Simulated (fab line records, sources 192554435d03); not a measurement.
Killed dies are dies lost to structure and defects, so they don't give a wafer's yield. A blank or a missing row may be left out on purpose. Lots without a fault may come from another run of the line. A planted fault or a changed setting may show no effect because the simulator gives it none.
A struck lot beside a sound one | flow n5_finfet | 14 steps out of a route of 1938
Sound: wafers L728.1, L728.2, L728.3. Struck: wafers L727.5, L727.6. The cause comes at the end.
At each step with rows: each side's tool, then ch and its chambers, then its first start. Under that, the readings that differ: sound wafers | struck wafers | difference of the means | sigmas: that difference in standard deviations of wafers without a fault.
alike: readings whose means differ by less than 2 such deviations, and words and numbers that are the same on both sides. not compared: withheld readings, readings that some wafer has no value for, bounds like >300 that may hide the same value, and numbers for which the record gives no deviation and whose values overlap.
The two part at a step that has a row with sigmas, a row that says differs or no value, or rows on one side only. Numbers that don't overlap but have no deviation are shown without sigmas and don't part them. A reading that every wafer of one side lacks parts them only if that side has two wafers or more.

first, 7 steps without rows for these wafers: N5_BEOL_M11_COAT_64 (time 60 s, resist thk 30 nm); N5_BEOL_M11_COAT_22 (resist thk 90 nm); N5_BEOL_M11_EBR_24; N5_BEOL_M11_SOFTBAKE_23 (time 60 s); N5_BEOL_M11_EXPOSE_25 (exposes mask V10); N5_BEOL_M11_PEB_26 (peb time 60 s); N5_BEOL_M11_DEVELOP_27 (develop time 30 s).
N5_BEOL_M11_CD_MEAS_28: target cd 70 nm.
  sound on cd_sem-03 ch 0, day 15 08:16; struck on cd_sem-03 ch 0, day 14 19:48
  alike: cd_nm
N5_BEOL_M11_OVL_MEAS_29:
  sound on overlay-02 ch 0, day 15 08:18; struck on overlay-02 ch 0, day 14 19:50
  alike: V10_OVL
N5_BEOL_M11_INSPECT_30: inspects for defects (brightfield).
  sound on defect_inspect-02, day 15 08:20; struck on defect_inspect-02, day 14 19:51
  alike: raw_defect_count
N5_BEOL_M11_DESCUM_33: chemistry O2, time 7.9 s.
  sound on rie_diel-05 ch 0,2,3, day 15 08:22; struck on rie_diel-01 ch 0,1, day 14 19:56
  reading                | sound      | struck | difference                    | sigmas
  rf_hours_counter_h (h) | 28 244 106 | - -    | no value on the struck wafers |
  alike: drypump_motor_current_A, oes_product_au, rf_vpp_V, showerhead_plenum_p_Torr, throttle_valve_pct
N5_BEOL_M11_ETCH_65: etches SiARC in CF4, target depth 39 nm, time 65 s.
  sound on rie_diel-05 ch 0,2,3, day 15 08:24; struck on rie_diel-01 ch 0,1, day 14 19:58
  reading                | sound      | struck | difference                    | sigmas
  rf_hours_counter_h (h) | 28 244 106 | - -    | no value on the struck wafers |
  alike: drypump_motor_current_A, etch_rf_on_time_s, oes_product_au, rf_vpp_V, showerhead_plenum_p_Torr, throttle_valve_pct
N5_BEOL_M11_ETCH_66: etches SOC in N2/H2, target depth 120 nm, overetch 24 nm, time 180 s.
  sound on rie_diel-05 ch 0,2,3, day 15 08:27; struck on rie_diel-01 ch 0,1, day 14 20:04
  reading                                     | sound        | struck  | difference                    | sigmas
  rf_hours_counter_h (h)                      | 28 244 106   | - -     | no value on the struck wafers |
  model.SiARC_of_BEOL_M11_COAT_64.thk_nm (nm) | 23 22.8 22.6 | 24 23.8 | +1                            |
  alike: drypump_motor_current_A, oes_product_au, rf_vpp_V, showerhead_plenum_p_Torr, throttle_valve_pct
then, 1 step without rows for these wafers: N5_BEOL_M11_STRIP_69 (strips in N2/H2).

WHERE THEY PART
First at N5_BEOL_M11_DESCUM_33; last, within this record, at N5_BEOL_M11_ETCH_66.

WHY: what the simulator had put in
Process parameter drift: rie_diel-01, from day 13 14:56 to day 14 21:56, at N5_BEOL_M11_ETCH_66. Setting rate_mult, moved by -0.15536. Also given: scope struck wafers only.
